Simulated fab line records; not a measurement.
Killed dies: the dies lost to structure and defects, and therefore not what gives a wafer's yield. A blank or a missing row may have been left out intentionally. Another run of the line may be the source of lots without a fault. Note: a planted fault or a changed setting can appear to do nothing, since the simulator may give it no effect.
2 desks, one fault	flow n5-finfet	what lay behind the numbers comes last; until then each desk has only its own

FROM THE METROLOGY DESK
Lot by lot, what the gauges showed, no matter which tool ran the lot: averages of those sampled wafers that carry a number. Any lot whose mean is over 4 standard deviations away from the usual mean is out of limits and marked OUT; that distance is given in the brackets.
Columns: A = M6_RS at N5_BEOL_M6_RS_MEAS_57, usual 0.288 ohm/sq; B = M7_ILD_THK at N5_BEOL_M7_THK_MEAS_01, usual 154.8 nm
lot	first seen here	A	B
L673	day 9 05:11	0.286	155.4
L671	day 9 05:26	0.277	155.3
L672	day 9 06:53	0.290	155.1
L674	day 9 20:28	0.289	154.8
L678	day 10 12:35	0.285	156.2
L680	day 11 12:47	0.291	155.7
L681	day 11 18:57	0.295	153.8
L685	day 12 13:32	0.281	155.7
L687	day 13 03:08	0.281	152.7
L690	day 13 20:54	0.286	154.9
This desk's finding: nothing out of limits on any of the 10 lots.

FOR THE TOOL OWNER'S DESK: rie-diel-06
The tool's own readings at N5_BEOL_M7_ETCH_62 (etches SOC in N2/H2, target depth 110 nm, overetch 22 nm, time 165 s): means of the sampled wafers that have a number, for each lot that ran on this tool. Any lot whose mean is over 4 standard deviations away from the usual mean is out of limits and marked OUT; that distance is given in the brackets. Readings shown: 7 out of 8 (the first out of limits, and those lying furthest out on some lot).
Columns: A = drypump-motor-current-A at N5_BEOL_M7_ETCH_62, usual 5.8 A; B = oes-product-au at N5_BEOL_M7_ETCH_62, usual 0.67 a.u.; C = rf-fwd-power-W at N5_BEOL_M7_ETCH_62, usual 836.6 W; D = rf-vpp-V at N5_BEOL_M7_ETCH_62, usual 525.1 V; E = showerhead-plenum-p-Torr at N5_BEOL_M7_ETCH_62, usual 2.59 Torr; F = temp-c at N5_BEOL_M7_ETCH_62, usual 39.99 C; G = throttle-valve-pct at N5_BEOL_M7_ETCH_62, usual 17.7 %
lot	first seen here	A	B	C	D	E	F	G
L673	day 9 06:53	5.8	0.70	832.3	525.0	2.56	40.01	17.8
L674	day 9 23:09	5.5	0.68	835.7	525.1	2.59	39.84	17.8
L681	day 11 22:16	5.7	0.65	934.3 (+36) OUT	506.5 (-7.4) OUT	2.54	40.03	17.9
Finding of this desk: L681 out of limits; the first was L681 at day 11 22:16, on rf-fwd-power-W at N5_BEOL_M7_ETCH_62. Within limits: L673, L674.

TAKEN TOGETHER
The tool owner's desk could have raised an alarm at day 11 22:16, on L681.
The metrology desk saw nothing out of limits.
The metrology desk has L681 on record, within its limits.
The lots listed all ran N5_BEOL_M7_ETCH_62 on rie-diel-06.

WHAT HAD BEEN PUT IN BY THE SIMULATOR
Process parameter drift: rie-diel-06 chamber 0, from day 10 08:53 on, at N5_BEOL_M7_ETCH_62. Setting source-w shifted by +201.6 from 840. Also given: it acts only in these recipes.
Lots struck among those shown: L681.
How many hours passed from the start of the fault until each desk's first out-of-limits reading: the tool owner's desk, 37.
